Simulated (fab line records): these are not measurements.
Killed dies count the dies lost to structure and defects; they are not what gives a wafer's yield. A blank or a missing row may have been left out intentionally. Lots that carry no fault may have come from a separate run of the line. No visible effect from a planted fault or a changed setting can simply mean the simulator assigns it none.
Split-lot study	flow n5_finfet	21 wafers read across 7 lots, on a route 1938 steps long

## THE SPLIT ITSELF
At N5_BEOL_M9_EXPOSE_25 (exposes mask V8), the setting dose_mj was moved away from the recipe's 37.25 on 5 of the 21 wafers read, by -4.0% to +7.5%. The other wafers ran this setting at the recipe's value.

## FROM THE SPLIT TO THE READING: what the file shows between them, 2 steps
- N5_BEOL_M9_PEB_26: peb time 60 s
- N5_BEOL_M9_DEVELOP_27: develop time 30 s

## THE READING
cd_nm (nm) at N5_BEOL_M9_CD_MEAS_28, where the cd target is 70 nm. On this fab line, fault-free wafers typically give 69.83 nm with a standard deviation of 0.27 nm.

wafer	tool, chamber at the split	dose_mj as run	against the recipe	cd_nm, nm	against lot-mates on the recipe
L075.1	euv_scanner-01, 0	37.25	recipe	69.85	-
L075.3	euv_scanner-01, 0	37.25	recipe	69.77	-
L075.4	euv_scanner-01, 0	37.25	recipe	70.02	-
L078.2	euv_scanner-01, 0	37.25	recipe	69.61	-
L078.4	euv_scanner-01, 0	37.25	recipe	69.49	-
L078.5	euv_scanner-01, 0	35.75	-4.0%	68.70	-0.85
L077.2	euv_scanner-02, 0	37.25	recipe	69.46	-
L077.3	euv_scanner-02, 0	37.25	recipe	69.94	-
L077.4	euv_scanner-02, 0	37.25	recipe	69.60	-
L081.3	euv_scanner-02, 0	37.25	recipe	69.66	-
L081.4	euv_scanner-02, 0	36.01	-3.3%	69.06	-0.60
L081.6	euv_scanner-02, 0	36.01	-3.3%	68.74	-0.92
L079.3	euv_scanner-02, 0	37.25	recipe	69.92	-
L079.4	euv_scanner-02, 0	37.25	recipe	69.61	-
L079.6	euv_scanner-02, 0	37.25	recipe	69.94	-
L082.2	euv_scanner-01, 0	37.25	recipe	69.88	-
L082.4	euv_scanner-01, 0	37.25	recipe	70.20	-
L082.5	euv_scanner-01, 0	40.04	+7.5%	71.56	+1.52
L088.3	euv_scanner-01, 0	37.25	recipe	69.63	-
L088.5	euv_scanner-01, 0	37.25	recipe	69.48	-
L088.6	euv_scanner-01, 0	37.96	+1.9%	70.24	+0.68

THE FIT
A straight line over all 21 wafers: cd_nm changes by +0.248 nm for each +1% of dose_mj; r = +0.94; the points scatter about the line by 0.2 nm.
The same after taking each lot's own level away (the mean of its wafers on the recipe; 21 wafers): +0.216 nm for each +1%; r = +0.96; scatter 0.15 nm.
According to that fit, moving dose_mj by its largest amount changes the reading by 1.6 nm.
Across the lots, their own levels run from 69.550 to 70.040 nm, a range of 1.8 times the standard deviation given above.
So the lot-to-lot level changes the slope: the two fits differ.
Check: with one of the wafers moved furthest among these (+7.5%) left out of the fit, the line predicts +1.8 nm for it against its lot-mates. Against them it came out at +1.52 nm.

## THESE WAFERS: OTHER SPLITS
These wafers also went through other splits before the reading. Each is held against what the fit with the lots' levels taken away leaves over:
other split on the same wafers	wafers away from the commonest value	r with cd_nm (lot level and that fit taken away)
N5_BEOL_M7_TRENCH_ETCH_37 time_s	11	-0.03
N5_BEOL_M7_ETCH_41 source_w	7	-0.10
N5_BEOL_M9_COAT_60 spin_rpm	6	+0.25
N5_BEOL_M9_COAT_05 spin_rpm	10	+0.17

## THE FILE'S OWN FIT
cd_nm changes by +0.214 nm for each +1% of dose_mj, r = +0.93.
